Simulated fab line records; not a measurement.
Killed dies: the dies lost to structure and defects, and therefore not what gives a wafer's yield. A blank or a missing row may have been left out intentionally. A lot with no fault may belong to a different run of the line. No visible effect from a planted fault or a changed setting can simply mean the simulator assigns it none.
Which tool was responsible? | flow n5_finfet | at 1 step of a route of 1938, 24 lots with 72 wafers sampled

== WHAT THE GAUGES READ, wafer by wafer ==
N5_BEOL_M5_OVL_MEAS_29. Usual: V4_OVL -0.2 nm, standard deviation 0.69.
lot  | measured     | on         | V4_OVL (nm)    | flag
L074 | day 7 18:45  | overlay-01 | -0.3 -0.6 -0.8 |
L075 | day 8 10:17  | overlay-01 | 0.2 -0.4 0.8   |
L076 | day 8 12:50  | overlay-02 | -0.7 -0.1 -1.0 |
L077 | day 8 13:05  | overlay-01 | -0.6 -0.9 -0.3 |
L078 | day 9 06:13  | overlay-01 | -0.4 -0.4 -0.7 |
L079 | day 9 06:24  | overlay-01 | -1.0 -1.0 -0.2 |
L080 | day 9 13:40  | overlay-02 | -0.3 -0.1 -1.1 |
L081 | day 9 14:13  | overlay-02 | 0.4 0.5 -0.6   |
L082 | day 10 08:37 | overlay-02 | -0.2 -0.3 -0.4 |
L084 | day 10 10:38 | overlay-02 | -0.7 0.0 -1.3  |
L083 | day 10 10:46 | overlay-02 | -0.8 -0.8 -1.3 |
L085 | day 10 15:48 | overlay-02 | -1.0 -0.7 -0.8 |
L086 | day 11 10:02 | overlay-02 | -0.4 0.9 0.1   |
L088 | day 11 14:07 | overlay-02 | -1.2 -0.8 -0.6 |
L087 | day 11 14:10 | overlay-01 | -0.5 -0.4 -0.3 |
L089 | day 11 19:32 | overlay-02 | -1.2 0.7 -0.6  |
L090 | day 12 08:11 | overlay-01 | -0.1 0.2 -0.9  |
L091 | day 12 11:13 | overlay-02 | 0.5 0.5 0.3    |
L092 | day 12 15:05 | overlay-02 | 0.0 0.4 0.3    |
L093 | day 12 20:37 | overlay-02 | 1.4 -0.2 1.3   |
L094 | day 12 21:17 | overlay-01 | 0.2 0.8 0.1    |
L095 | day 13 15:41 | overlay-01 | 1.5 1.2 1.4    |
L096 | day 13 22:06 | overlay-02 | -1.3 -0.4 -1.5 |
L097 | day 14 13:32 | overlay-02 | -0.5 -0.9 -0.7 |

== TOOL THAT RAN EACH LOT (tool first, then ch and the chambers of the sampled wafers, then the start) ==
There is no process step in the record ahead of these readings.

== AS READ BY THE TOOLS THEMSELVES (means over the sampled wafers that have a number; for cases with no such wafer, the mark the record gives instead) ==
The record holds no such reading with a usual standard deviation.

== THE ANSWER, worked out from the rows above alone ==
Rule: take the mean of a lot's wafers that have a number; if it is more than 3 standard deviations from the usual mean, the lot is off. Also off: a lot with no number at a reading for which 4 or more lots have one. The other lots that the step has rows for count as sound. The gauges are gone through in route order, then the tools' own readings, and for those a lot's mean is taken as printed above. At the first step where some lot is off, the reading lying furthest off is the one used; lots without a number count as furthest.
Nothing can be told from this: no lot is off at any reading shown.

== WHAT THE SIMULATOR HAD INSERTED ==
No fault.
